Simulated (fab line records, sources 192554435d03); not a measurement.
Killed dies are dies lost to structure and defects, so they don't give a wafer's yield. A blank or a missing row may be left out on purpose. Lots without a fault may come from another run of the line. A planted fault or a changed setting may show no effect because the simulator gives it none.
Which tool did it? | flow n5_finfet | 7 lots, 21 wafers sampled, at 6 steps of a route of 1938

WHAT THE GAUGES READ, wafer by wafer
N5_BEOL_M3_OCD_MEAS_38. Usual: trench_depth_nm 55.7 nm, standard deviation 0.93.
lot  | measured     | on     | trench_depth_nm (nm) | flag
L660 | day 7 20:56  | ocd-02 | 55.2 55.5 55.2       |
L659 | day 7 14:36  | ocd-01 | 54.5 57.0 56.0       |
L667 | day 9 14:33  | ocd-01 | 55.4 55.0 56.5       |
L671 | day 10 13:58 | ocd-01 | 57.4 56.9 57.6       |
L675 | day 11 05:17 | ocd-02 | 51.6 56.0 55.3       |
L680 | day 12 14:10 | ocd-01 | 54.7 54.0 54.0       |
L682 | day 13 00:08 | ocd-02 | 54.9 56.2 55.8       |

N5_BEOL_M4_RC_MEAS_101. Usual: DIBL_N 36.5 mV/V, standard deviation 1.7; DIBL_P 36.3 mV/V, standard deviation 2.1; IOFF_N 0.16 nA/um, standard deviation 0.036; IOFF_P 0.21 nA/um, standard deviation 0.037; ION_N 676 uA/um, standard deviation 12; ION_P 462 uA/um, standard deviation 7.6; SS_N 71.5 mV/dec, standard deviation 0.68; SS_P 73.3 mV/dec, standard deviation 0.63; VT_N 249 mV, standard deviation 3.5; VT_P -250 mV, standard deviation 3.5.
lot  | measured     | on        | DIBL_N (mV/V)  | DIBL_P (mV/V)  | IOFF_N (nA/um) | IOFF_P (nA/um) | ION_N (uA/um) | ION_P (uA/um) | SS_N (mV/dec)  | SS_P (mV/dec)  | VT_N (mV)   | VT_P (mV)      | flag
L660 | day 8 16:08  | prober-02 | 37.9 37.5 36.5 | 37.5 37.1 36.5 | 0.20 0.21 0.18 | 0.24 0.24 0.22 | 697 696 685   | 470 476 471   | 71.8 71.3 71.8 | 73.1 73.3 72.8 | 243 242 245 | -249 -247 -247 |
L659 | day 8 08:06  | prober-01 | 36.5 37.3 37.0 | 36.5 37.2 36.9 | 0.18 0.20 0.19 | 0.22 0.23 0.22 | 682 687 685   | 472 463 466   | 71.6 72.3 72.0 | 73.3 73.7 73.5 | 248 247 244 | -248 -250 -248 |
L667 | day 10 12:07 | prober-01 | 32.2 34.2 36.4 | 31.4 33.7 36.5 | 0.11 0.13 0.17 | 0.16 0.19 0.23 | 670 657 683   | 459 451 465   | 69.9 69.8 71.2 | 72.1 73.2 74.2 | 254 250 249 | -251 -253 -249 |
L671 | day 11 11:20 | prober-01 | 34.2 36.2 36.8 | 35.5 37.2 38.8 | 0.12 0.15 0.18 | 0.17 0.19 0.22 | 664 677 686   | 455 457 465   | 70.5 70.7 71.7 | 73.1 73.5 74.0 | 252 249 247 | -254 -250 -250 |
L675 | day 11 19:54 | prober-01 | 36.5 33.6 35.1 | 37.1 34.0 36.0 | 0.16 0.13 0.14 | 0.22 0.18 0.21 | 674 667 667   | 461 460 461   | 71.1 70.8 71.1 | 73.9 73.0 73.9 | 252 252 253 | -251 -254 -249 |
L680 | day 13 05:24 | prober-01 | 35.0 35.4 38.7 | 34.1 34.3 38.4 | 0.12 0.12 0.18 | 0.17 0.17 0.23 | 665 669 678   | 457 455 464   | 71.3 71.1 72.1 | 72.2 72.6 74.3 | 252 252 247 | -251 -255 -248 |
L682 | day 13 22:10 | prober-01 | 39.0 36.7 35.6 | 37.7 36.5 34.4 | 0.19 0.16 0.13 | 0.24 0.24 0.19 | 679 689 679   | 463 480 464   | 73.4 70.5 71.2 | 74.3 73.0 72.9 | 246 248 250 | -247 -246 -252 |

WHICH TOOL RAN EACH LOT (tool, then ch and the chambers of the sampled wafers, then the start)
lot  | N5_BEOL_M3_ETCH_63                | N5_BEOL_M3_ETCH_64                | N5_BEOL_M3_DESCUM_33               | N5_BEOL_M3_TRENCH_ETCH_37
L660 | rie_diel-05 ch 1,2,3, day 7 06:32 | rie_diel-05 ch 1,2,3, day 7 06:34 | rie_diel-05 ch 1,2, day 7 07:29    | rie_diel-01 ch 1,2, day 7 20:43
L659 | rie_diel-05 ch 1,2,3, day 7 10:38 | rie_diel-05 ch 1,2,3, day 7 10:40 | rie_diel-04 ch 0,2, day 7 11:28    | rie_diel-04 ch 0,2,3, day 7 14:27
L667 | rie_diel-04 ch 0,1, day 9 06:13   | rie_diel-04 ch 0,1, day 9 06:15   | rie_diel-04 ch 0,1,2, day 9 07:18  | rie_diel-05 ch 0,3, day 9 14:24
L671 | rie_diel-01 ch 1,2, day 10 11:41  | rie_diel-01 ch 1,2, day 10 11:43  | rie_diel-05 ch 0,1, day 10 12:37   | rie_diel-04 ch 0,3, day 10 13:48
L675 | rie_diel-04 ch 1,2, day 11 01:52  | rie_diel-04 ch 1,2, day 11 01:53  | rie_diel-01 ch 1,2,3, day 11 02:59 | rie_diel-01 ch 1,2,3, day 11 05:07
L680 | rie_diel-05 ch 0,3, day 12 11:19  | rie_diel-05 ch 0,3, day 12 11:20  | rie_diel-05 ch 1,2, day 12 12:18   | rie_diel-05 ch 0,1, day 12 14:01
L682 | rie_diel-01 ch 2,3, day 12 22:24  | rie_diel-01 ch 2,3, day 12 22:26  | rie_diel-05 ch 0,1, day 12 23:29   | rie_diel-04 ch 0,1,3, day 12 23:59
- N5_BEOL_M3_ETCH_63: etches SiARC in CF4, target depth 15.6 nm, time 26 s.
- N5_BEOL_M3_ETCH_64: etches SOC in N2/H2, target depth 75 nm, overetch 15 nm, time 112.5 s.
- N5_BEOL_M3_DESCUM_33: chemistry O2, time 7 s.
- N5_BEOL_M3_TRENCH_ETCH_37: etches SiOC in C4F6/O2, target depth 55.555 nm, time 29.2 s.

WHAT THE TOOLS THEMSELVES READ (means of the sampled wafers that have a number; where no wafer has one, the mark that the record gives instead)
N5_BEOL_M3_ETCH_63. Usual: chamber_pressure_mTorr 40.00 mTorr, standard deviation 0.037; drypump_motor_current_A 5.8 A, standard deviation 0.41; etch_rf_on_time_s 25.8 s, standard deviation 0.56; oes_product_au 0.69 a.u., standard deviation 0.054; rf_fwd_power_W 532.4 W, standard deviation 1.9; rf_vpp_V 184.3 V, standard deviation 1.2; showerhead_plenum_p_Torr 2.17 Torr, standard deviation 0.068; throttle_valve_pct 15.59 %, standard deviation 0.16.
lot  | tool        | chamber_pressure_mTorr (mTorr) | drypump_motor_current_A (A) | etch_rf_on_time_s (s) | oes_product_au (a.u.) | rf_fwd_power_W (W) | rf_vpp_V (V) | showerhead_plenum_p_Torr (Torr) | throttle_valve_pct (%) | flag
L660 | rie_diel-05 | 40.03                          | 5.9                         | 25.5                  | 0.66                  | 534.0              | 183.6        | 2.15                            | 15.71                  |
L659 | rie_diel-05 | 40.00                          | 5.9                         | 25.5                  | 0.67                  | 533.8              | 184.7        | 2.15                            | 15.72                  |
L667 | rie_diel-04 | 39.95                          | 5.6                         | 25.0                  | 0.70                  | 530.8              | 185.3        | 2.23                            | 15.60                  |
L671 | rie_diel-01 | 39.99                          | 5.5                         | 26.0                  | 0.68                  | 532.3              | 182.9        | 2.09                            | 15.60                  |
L675 | rie_diel-04 | 40.03                          | 5.7                         | 25.6                  | 0.74                  | 531.8              | 185.4        | 2.27                            | 15.41                  |
L680 | rie_diel-05 | 40.00                          | 6.0                         | 26.4                  | 0.70                  | 532.3              | 184.4        | 2.18                            | 15.60                  |
L682 | rie_diel-01 | 39.98                          | 5.4                         | 26.1                  | 0.65                  | 532.3              | 184.4        | 2.09                            | 15.72                  |

N5_BEOL_M3_ETCH_64. Usual: chamber_pressure_mTorr 30.002 mTorr, standard deviation 0.026; drypump_motor_current_A 5.8 A, standard deviation 0.41; oes_product_au 0.64 a.u., standard deviation 0.053; rf_fwd_power_W 836.6 W, standard deviation 2.4; rf_vpp_V 524.4 V, standard deviation 2.4; showerhead_plenum_p_Torr 2.56 Torr, standard deviation 0.089; throttle_valve_pct 17.75 %, standard deviation 0.2.
lot  | tool        | chamber_pressure_mTorr (mTorr) | drypump_motor_current_A (A) | oes_product_au (a.u.) | rf_fwd_power_W (W) | rf_vpp_V (V) | showerhead_plenum_p_Torr (Torr) | throttle_valve_pct (%) | flag
L660 | rie_diel-05 | 29.975                         | 5.9                         | 0.62                  | 836.8              | 524.3        | 2.55                            | 17.91                  |
L659 | rie_diel-05 | 30.008                         | 5.9                         | 0.61                  | 838.3              | 524.0        | 2.55                            | 17.91                  |
L667 | rie_diel-04 | 30.009                         | 5.6                         | 0.64                  | 833.7              | 525.4        | 2.63                            | 17.75                  |
L671 | rie_diel-01 | 30.002                         | 5.6                         | 0.63                  | 837.3              | 521.7        | 2.46                            | 17.81                  |
L675 | rie_diel-04 | 30.002                         | 5.7                         | 0.68                  | 834.5              | 528.0        | 2.69                            | 17.52                  |
L680 | rie_diel-05 | 30.005                         | 6.0                         | 0.65                  | 838.3              | 525.3        | 2.60                            | 17.88                  |
L682 | rie_diel-01 | 30.001                         | 5.4                         | 0.61                  | 836.9              | 522.0        | 2.47                            | 17.81                  |

N5_BEOL_M3_DESCUM_33. Usual: chamber_pressure_mTorr 20.000 mTorr, standard deviation 0.018; drypump_motor_current_A 5.7 A, standard deviation 0.38; oes_product_au 0.81 a.u., standard deviation 0.077; rf_fwd_power_W 49.39 W, standard deviation 0.18; rf_vpp_V 243.6 V, standard deviation 1.5; showerhead_plenum_p_Torr 2.12 Torr, standard deviation 0.08; throttle_valve_pct 20.41 %, standard deviation 0.19.
lot  | tool        | chamber_pressure_mTorr (mTorr) | drypump_motor_current_A (A) | oes_product_au (a.u.) | rf_fwd_power_W (W) | rf_vpp_V (V) | showerhead_plenum_p_Torr (Torr) | throttle_valve_pct (%) | flag
L660 | rie_diel-05 | 19.998                         | 5.9                         | 0.80                  | 49.35              | 242.3        | 2.06                            | 20.55                  |
L659 | rie_diel-04 | 19.994                         | 5.5                         | 0.90                  | 49.59              | 245.4        | 2.18                            | 20.12                  |
L667 | rie_diel-04 | 20.002                         | 5.5                         | 0.84                  | 49.40              | 244.6        | 2.17                            | 20.29                  |
L671 | rie_diel-05 | 20.002                         | 6.0                         | 0.82                  | 49.53              | 242.1        | 2.06                            | 20.55                  |
L675 | rie_diel-01 | 20.004                         | 5.9                         | 0.78                  | 49.30              | 241.7        | 2.05                            | 20.34                  |
L680 | rie_diel-05 | 19.994                         | 5.8                         | 0.76                  | 49.29              | 242.4        | 2.05                            | 20.62                  |
L682 | rie_diel-05 | 20.019                         | 6.0                         | 0.80                  | 49.51              | 243.0        | 2.06                            | 20.55                  |

N5_BEOL_M3_TRENCH_ETCH_37. Usual: chamber_pressure_mTorr 29.99 mTorr, standard deviation 0.035; drypump_motor_current_A 5.8 A, standard deviation 0.42; oes_product_au 0.80 a.u., standard deviation 0.07; rf_fwd_power_W 350.3 W, standard deviation 1.4; rf_vpp_V 662 V, standard deviation 14; run_length_s 52.4 s, standard deviation 0.43; showerhead_plenum_p_Torr 2.86 Torr, standard deviation 0.094; throttle_valve_pct 20.83 %, standard deviation 0.17.
lot  | tool        | chamber_pressure_mTorr (mTorr) | drypump_motor_current_A (A) | oes_product_au (a.u.) | rf_fwd_power_W (W) | rf_vpp_V (V) | run_length_s (s) | showerhead_plenum_p_Torr (Torr) | throttle_valve_pct (%) | flag
L660 | rie_diel-01 | 30.00                          | 5.6                         | 0.82                  | 350.6              | 652          | 52.6             | 2.78                            | 20.88                  |
L659 | rie_diel-04 | 30.01                          | 5.5                         | 0.80                  | 350.2              | 661          | 52.3             | 2.86                            | 20.75                  |
L667 | rie_diel-05 | 30.01                          | 6.1                         | 0.78                  | 350.1              | 655          | 52.0             | 2.90                            | 20.77                  |
L671 | rie_diel-04 | 30.02                          | 5.5                         | 0.87                  | 352.2              | 663          | 52.3             | 2.96                            | 20.69                  |
L675 | rie_diel-01 | 30.01                          | 5.8                         | 0.78                  | 349.9              | 653          | 51.6             | 2.80                            | 20.87                  |
L680 | rie_diel-05 | 29.98                          | 6.0                         | 0.83                  | 349.6              | 671          | 52.3             | 2.85                            | 20.88                  |
L682 | rie_diel-04 | 30.02                          | 5.5                         | 0.80                  | 350.7              | 661          | 52.3             | 2.94                            | 20.80                  |

THE ANSWER, worked out from the rows above alone
Rule: a lot is off if the mean of its wafers that have a number lies more than 3 standard deviations from the usual mean. A lot without any number at a reading at which 4 lots or more have one is off too. The other lots that the step has rows for count as sound. The gauges are gone through in route order, then the tools' own readings, and for those a lot's mean is taken as printed above. The first step at which some lot is off is used, and at that step the reading that is off furthest; a lot without a number counts as furthest.
No lot is off at any reading shown: from this, nothing can be told.

WHAT THE SIMULATOR HAD PUT IN
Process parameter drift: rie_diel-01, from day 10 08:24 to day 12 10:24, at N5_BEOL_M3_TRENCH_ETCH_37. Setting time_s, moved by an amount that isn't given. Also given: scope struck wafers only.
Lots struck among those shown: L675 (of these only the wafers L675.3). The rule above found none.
